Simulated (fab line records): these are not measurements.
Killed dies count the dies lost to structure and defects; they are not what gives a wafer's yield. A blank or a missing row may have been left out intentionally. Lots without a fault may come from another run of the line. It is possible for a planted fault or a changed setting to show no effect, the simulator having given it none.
fab line records	flow n5_finfet
record lots=11	wafers=31	last_day=21
route steps=1938 shown BEOL_M6@1208 PASSIVATION@1936
lots with no fault: from the same line, run without faults
start_h: the number of hours between the record's first day and the start of the first shown wafer of the lot	wait_h: time in hours since the lot's previous step	" repeats the value in the row above	L1.1+2: a single row standing in for several wafers	- value missing, or start not given	* or withheld: withheld	< > ~ a bound
route shown NAME@n: a module of which the file shows steps, and the number in the route of the first	usual: average and standard deviation across the fault-free wafers	same: alike in all rows	chamber/n: place in a boat	sites: readings site by site	_std_site: the values' standard deviation	_edge_site: outer sites' mean less inner sites'	radius_mm: for every site, how far away it sits from the centre of the wafer	mask NAME#n: copy n	behind: the last tool/chamber to shape the wafer	hold: what put the lot on hold/how long, in hours/how the hold closed	device: transistor that didn't switch, given as n, p or np	end of line: the same wafers' tests at the end of the route	a step given without rows: its recipe and nothing more	killed: dies lost to structure and defects at the first sort, not the wafer's yield	map: dies across one wafer; x = killed, . = not, _ = none there
set.NAME: the setting that was run; set.NAME@STEP: the one run at that earlier step	model.NAME: the simulator's own value behind a step, which no gauge read
a sample of lots followed through the steps of the route, with each step as a table and each wafer as a row
services: the hour from which a tool's chamber was out of use, counted from the record's first day as start_h (under 0 if before that day), plus the number of hours and why
## steps
# step N5_BEOL_M6_OVL_MEAS_12
# recipe points_per_wafer=44
# usual M6_OVL=0.1/0.7
lot.wafer	tool	chamber	start_h	wait_h	M6_OVL[nm]
L324.3	overlay-02	0	286.68	0.0	0.5
L324.4	"	0	"	"	-0.5
L324.5	"	0	"	"	-0.9
L325.1	overlay-01	0	292.54	0.0	-0.3
L325.4	"	0	"	"	-0.4
L325.5	"	0	"	"	-0.7
L330.4	overlay-01	0	322.32	0.0	0.0
L330.5	"	0	"	"	-0.8
L333.5	overlay-02	0	326.22	0.0	-0.4
L333.6	"	0	"	"	-0.2
L335.2	overlay-02	0	331.12	0.0	1.2
L335.3	"	0	"	"	0.5
L335.6	"	0	"	"	0.0
L339.1	overlay-01	0	360.25	0.0	0.0
L339.2	"	0	"	"	-0.4
L339.5	"	0	"	"	-0.5
L337.1	overlay-02	0	370.92	0.0	0.0
L337.2	"	0	"	"	0.8
L337.6	"	0	"	"	0.9
L342.3	overlay-01	0	375.19	0.0	-0.5
L342.5	"	0	"	"	0.4
L342.6	"	0	"	"	0.3
L344.1	overlay-01	0	402.01	0.0	0.4
L344.3	"	0	"	"	1.1
L344.4	"	0	"	"	0.1
L345.1	overlay-02	0	402.18	0.0	-0.6
L345.3	"	0	"	"	-0.4
L345.6	"	0	"	"	0.8
L347.2	overlay-01	0	418.19	0.0	0.4
L347.3	"	0	"	"	-0.3
L347.6	"	0	"	"	0.3
# step N5_BEOL_M6_STRIP_36
# recipe chemistry=N2/H2	power_w=450	temp_c=40	pressure_mtorr=20	rf_frequency_hz=6e+07	overash_fraction=0.3	bias_power_w=7	h2_frac=0.5	n2_flow_sccm=200	h2_flow_sccm=200
# usual drypump_motor_current_A=6.0/0.4	oes_product_au=0.79/0.063	power_w=450.0/1.5	rf_vpp_V=59.4/1.5	showerhead_plenum_p_Torr=2.59/0.08	throttle_valve_pct=23.7/0.43
lot.wafer	tool	chamber	start_h	wait_h	drypump_motor_current_A	oes_product_au	power_w	rf_hours_counter_h	rf_vpp_V	showerhead_plenum_p_Torr	throttle_valve_pct
L324.3	rie_diel-01	0	291.43	0.0	6.2	0.78	450.5	121	58.8	2.69	24.1
L324.4	"	1	"	"	5.9	0.94	449.7	12	58.8	2.48	23.9
L324.5	"	1	"	"	6.0	0.92	449.5	-	58.8	2.48	23.9
L325.1	rie_diel-05	1	295.15	0.0	6.2	0.86	449.4	60	60.5	2.70	24.3
L325.4	"	0	"	"	5.7	0.78	449.0	97	61.8	2.65	22.9
L325.5	"	1	"	"	6.2	0.87	447.4	-	58.9	2.70	24.3
L330.4	rie_diel-05	1	326.13	0.0	6.1	0.85	449.0	74	59.6	2.69	24.3
L330.5	"	3	"	"	6.7	0.80	448.4	-	60.1	2.66	23.2
L333.5	rie_diel-05	1	328.11	0.0	6.2	0.85	447.9	-	60.7	2.69	24.4
L333.6	"	0	"	"	5.7	0.76	449.5	-	59.8	2.64	23.0
L335.2	rie_diel-05	2	332.48	0.0	5.7	0.80	449.4	106	60.6	2.56	23.7
L335.3	"	0	"	"	5.7	0.76	449.4	114	59.7	2.64	23.0
L335.6	"	2	"	"	5.8	0.80	451.9	-	58.5	2.56	23.7
L339.1	rie_diel-04	3	361.43	0.0	5.7	0.92	450.4	19	61.6	2.58	23.2
L339.2	"	0	"	"	5.1	0.88	449.4	38	58.3	2.49	23.7
L339.5	"	1	"	"	6.3	0.85	449.1	-	56.0	2.59	24.1
L337.1	rie_diel-01	1	372.13	0.0	6.0	0.87	447.9	45	57.4	2.47	23.9
L337.2	"	0	"	"	6.2	0.75	451.2	155	60.9	2.68	24.1
L337.6	"	3	"	"	6.4	0.69	450.7	-	57.4	2.50	23.4
L342.3	rie_diel-01	0	377.48	0.0	6.2	0.74	453.9	158	58.1	2.68	24.1
L342.5	"	3	"	"	6.4	0.69	449.7	-	60.2	2.49	23.4
L342.6	"	0	"	"	6.2	0.74	454.4	-	59.3	2.68	24.1
L344.1	rie_diel-05	1	405.74	0.0	6.2	0.79	451.2	107	61.5	2.68	24.4
L344.3	"	0	"	"	5.7	0.73	450.9	142	58.7	2.63	23.0
L344.4	"	3	"	"	6.7	0.78	450.9	111	58.7	2.64	23.3
L345.1	rie_diel-05	1	406.46	0.0	6.2	0.80	452.3	107	61.9	2.68	24.4
L345.3	"	3	"	"	6.7	0.78	449.9	112	60.3	2.64	23.3
L345.6	"	2	"	"	5.8	0.78	448.1	-	60.5	2.55	23.7
L347.2	rie_diel-05	0	419.66	0.0	5.7	0.74	450.4	146	58.7	2.62	23.0
L347.3	"	2	"	"	5.8	0.77	451.6	137	60.3	2.55	23.7
L347.6	"	2	"	"	5.8	0.76	450.0	-	58.0	2.55	23.7
# step N5_BEOL_M6_ETCH_41
# recipe chemistry=CH3F/O2	target=SiCN	target_depth_a=297	taper_deg=2	time_s=52	ion_energy_ev=120	mask_material=TiN	pressure_mtorr=30	source_w=395	bias_w=75	Ar_flow_sccm=150	CH3F_flow_sccm=30	O2_flow_sccm=20
# usual O2_flow_sccm=20.01/0.059	drypump_motor_current_A=6.0/0.4	oes_product_au=0.79/0.066	rf_vpp_V=298.1/1.5	run_length_s=75.2/0.57	showerhead_plenum_p_Torr=2.04/0.069	throttle_valve_pct=16.24/0.13
lot.wafer	tool	chamber	start_h	wait_h	O2_flow_sccm	drypump_motor_current_A	oes_product_au	rf_hours_counter_h	rf_vpp_V	run_length_s	showerhead_plenum_p_Torr	throttle_valve_pct
L324.3	rie_diel-01	0	291.51	-	20.03	6.2	0.77	121	299.7	74.9	2.11	16.38
L324.4	"	1	"	"	20.04	5.9	0.92	12	297.1	76.1	1.95	16.09
L324.5	"	1	"	"	19.97	5.9	0.93	-	295.1	76.5	1.95	16.09
L325.1	rie_diel-05	1	295.22	-	19.91	6.2	0.86	60	300.4	75.2	2.11	16.35
L325.4	"	0	"	"	19.97	5.7	0.78	97	297.8	74.9	2.11	16.08
L325.5	"	1	"	"	19.94	6.2	0.86	-	300.1	75.7	2.11	16.38
L330.4	rie_diel-05	1	326.20	-	20.06	6.2	0.84	74	302.0	75.9	2.11	16.40
L330.5	"	3	"	"	20.05	6.7	0.81	-	299.2	79.1	2.12	16.22
L333.5	rie_diel-05	1	328.18	-	19.94	6.2	0.84	-	299.1	80.1	2.11	16.41
L333.6	"	0	"	"	19.99	5.7	0.75	-	297.9	78.9	2.10	16.11
L335.2	rie_diel-05	2	332.55	-	19.94	5.8	0.79	106	295.2	74.6	2.00	16.15
L335.3	"	0	"	"	19.99	5.7	0.75	114	299.2	74.6	2.10	16.11
L335.6	"	2	"	"	20.05	5.7	0.79	-	297.5	79.2	2.00	16.13
L339.1	rie_diel-04	3	361.50	-	20.01	5.7	0.95	19	297.2	75.4	2.02	15.93
L339.2	"	0	"	"	20.01	5.1	0.88	38	295.2	74.8	1.93	16.10
L339.5	"	1	"	"	20.06	6.3	0.85	-	297.4	75.1	2.04	16.39
L337.1	rie_diel-01	1	372.21	-	20.00	5.9	0.86	45	295.6	76.1	1.94	16.16
L337.2	"	0	"	"	19.94	6.2	0.75	155	297.2	75.1	2.10	16.44
L337.6	"	3	"	"	20.01	6.4	0.68	-	296.3	75.0	1.96	16.21
L342.3	rie_diel-01	0	377.55	-	19.97	6.2	0.74	158	299.2	75.0	2.10	16.45
L342.5	"	3	"	"	19.93	6.4	0.67	-	298.0	75.1	1.96	16.20
L342.6	"	0	"	"	19.94	6.2	0.74	-	299.7	75.0	2.10	16.43
L344.1	rie_diel-05	1	405.81	-	20.06	6.2	0.80	107	299.0	75.7	2.10	16.44
L344.3	"	0	"	"	19.95	5.7	0.72	142	298.5	74.5	2.09	16.17
L344.4	"	3	"	"	20.01	6.7	0.77	111	298.6	74.9	2.11	16.29
L345.1	rie_diel-05	1	406.53	-	19.97	6.2	0.81	107	299.0	75.5	2.10	16.46
L345.3	"	3	"	"	19.97	6.7	0.78	112	299.5	75.2	2.11	16.30
L345.6	"	2	"	"	20.01	5.8	0.76	-	297.0	75.0	1.99	16.19
L347.2	rie_diel-05	0	419.73	-	19.94	5.7	0.74	146	298.6	74.4	2.09	16.17
L347.3	"	2	"	"	20.04	5.8	0.75	137	296.8	74.8	1.99	16.20
L347.6	"	2	"	"	19.96	5.7	0.76	-	296.6	74.6	1.99	16.21
# step N5_BEOL_M6_ANNEAL_51
# recipe temp_c=225	time_s=90	ambient=N2
# usual wafer_temp_C_max=225.85/0.24
lot.wafer	tool	chamber	start_h	wait_h	wafer_temp_C_max
L324.3	rtp_anneal-02	0	293.92	0.8	225.68
L324.4	"	0	"	"	225.87
L324.5	"	0	"	"	225.62
L325.1	rtp_anneal-02	0	298.39	0.4	225.36
L325.4	"	0	"	"	225.51
L325.5	"	0	"	"	225.29
L330.4	rtp_anneal-01	0	328.72	0.6	225.70
L330.5	"	0	"	"	225.90
L333.5	rtp_anneal-01	0	330.97	0.2	226.00
L333.6	"	0	"	"	225.72
L335.2	rtp_anneal-01	0	335.05	0.3	225.85
L335.3	"	0	"	"	226.18
L335.6	"	0	"	"	225.54
L339.1	rtp_anneal-02	0	365.59	0.1	225.47
L339.2	"	0	"	"	226.21
L339.5	"	0	"	"	225.92
L337.1	rtp_anneal-02	0	374.33	0.2	225.93
L337.2	"	0	"	"	225.77
L337.6	"	0	"	"	225.70
L342.3	rtp_anneal-02	0	379.56	0.1	225.47
L342.5	"	0	"	"	225.83
L342.6	"	0	"	"	225.87
L344.1	rtp_anneal-01	0	408.13	0.4	225.87
L344.3	"	0	"	"	225.74
L344.4	"	0	"	"	225.97
L345.1	rtp_anneal-02	0	408.65	0.6	225.66
L345.3	"	0	"	"	225.81
L345.6	"	0	"	"	226.02
L347.2	rtp_anneal-02	0	422.08	0.1	226.26
L347.3	"	0	"	"	225.61
L347.6	"	0	"	"	225.58
# step N5_PASSIVATION_PROBE_49
# usual defect_limited_yield=91.1/1.4	killed_at_M0_to_M3=34/9.6	killed_at_M4_up=15/5.3	killed_at_contacts=12/6.1	killed_at_front_end=40/11	killed_at_other=3.5/2.8	killed_dies=105/17	killed_open=70/12	killed_short=34/7.7	sort_bin_4_leakage=0.01/0.07	sort_bin_5_function=5.2/0.97	sort_bin_6_memory=3.4/0.62	sort_bin_8_speed=0.00/0.023	sort_n_pass=1075/17	sort_yield_pct=91.1/1.4
# same gross_dies=1180	killed_at_back_side=0
lot.wafer	tool	chamber	start_h	wait_h	defect_limited_yield[%]	killed_at_M0_to_M3	killed_at_M4_up	killed_at_contacts	killed_at_front_end	killed_at_other	killed_dies	killed_open	killed_short	sort_bin_4_leakage[%]	sort_bin_5_function[%]	sort_bin_6_memory[%]	sort_bin_8_speed[%]	sort_n_pass	sort_yield_pct[%]
L333.6	prober-02	-	408.39	0.4	91.1	16	9	25	52	3	105	72	22	0	4.7	3.1	0	1075	91.1
L335.2	prober-01	-	420.57	0.1	89.9	48	19	7	39	6	119	75	44	0	6.4	3.4	0	1061	89.9
# killed by level:class
L333.6 MOL_CONTACT_COAG:geometric_particle:open=19 STI_FIN_REVEAL:geometric_particle:open=14 FIN_SAQP:geometric_particle:open=9 HKMG_FIN:area_etch=9 BEOL_M0_SAQP:geometric_particle:open=7 MOL_CONTACT_COAG:geometric_particle:short=6 STARTING-WAFER:geometric_particle:short=4 BEOL_M2:geometric_particle:open=4
L335.2 BEOL_M0_SAQP:geometric_particle:open=22 BEOL_M4:geometric_particle:open=10 FIN_SAQP:geometric_particle:open=9 BEOL_M0_SAQP:geometric_particle:short=9 FIN_SAQP:geometric_particle:short=8 MOL_CONTACT_COAG:geometric_particle:open=7 GATE_CUT:geometric_particle:open=6 BEOL_M2:geometric_particle:short=5
## services
tool	chamber	start_h	hours	kind
rie_diel-04	3	270.29	-	clean
rie_diel-04	3	270.29	-	consumable_replace:focus_ring
rie_diel-04	3	270.29	19.2	scheduled_down
rie_diel-04	3	270.29	19.2	vent_cycle
rie_diel-01	1	271.01	14.9	repair
rie_diel-04	-	287.48	28.1	pm
rie_diel-01	1	310.36	2.1	repair
rie_diel-04	2	339.41	7.8	repair
rie_diel-01	2	354.43	-	clean
rie_diel-01	2	354.43	-	consumable_replace:focus_ring
rie_diel-01	2	354.43	23.2	scheduled_down
rie_diel-01	2	354.43	23.2	vent_cycle
rie_diel-05	0	359.21	8.0	repair
rie_diel-01	3	377.91	-	clean
rie_diel-01	3	377.91	-	consumable_replace:focus_ring
rie_diel-01	3	377.91	30.8	scheduled_down
rie_diel-01	3	377.91	30.8	vent_cycle
rie_diel-05	-	410.63	0.9	repair
## key
first_sign step=N5_BEOL_M6_ETCH_41	reading=run_length_s	direction=up	sigmas=7.2	usual=*	struck=*
effect none on later readings
met_at N5_BEOL_M6_ETCH_41
struck_lots L330,L333,L335
struck_wafers L330.5,L333.5,L333.6,L335.6
not_acting_at N5_BEOL_M6_OVL_MEAS_12,N5_BEOL_M6_STRIP_36,N5_BEOL_M6_ANNEAL_51
onset_between 295.22 326.20
fault kind=process_parameter_drift	tool=rie_diel-05	chamber=-	onset_h=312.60	steps=N5_BEOL_M6_ETCH_41	channel=time_s	offset=*	shape=step	end_h=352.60	scope=struck_wafers_only	acts_in=*	stated=*
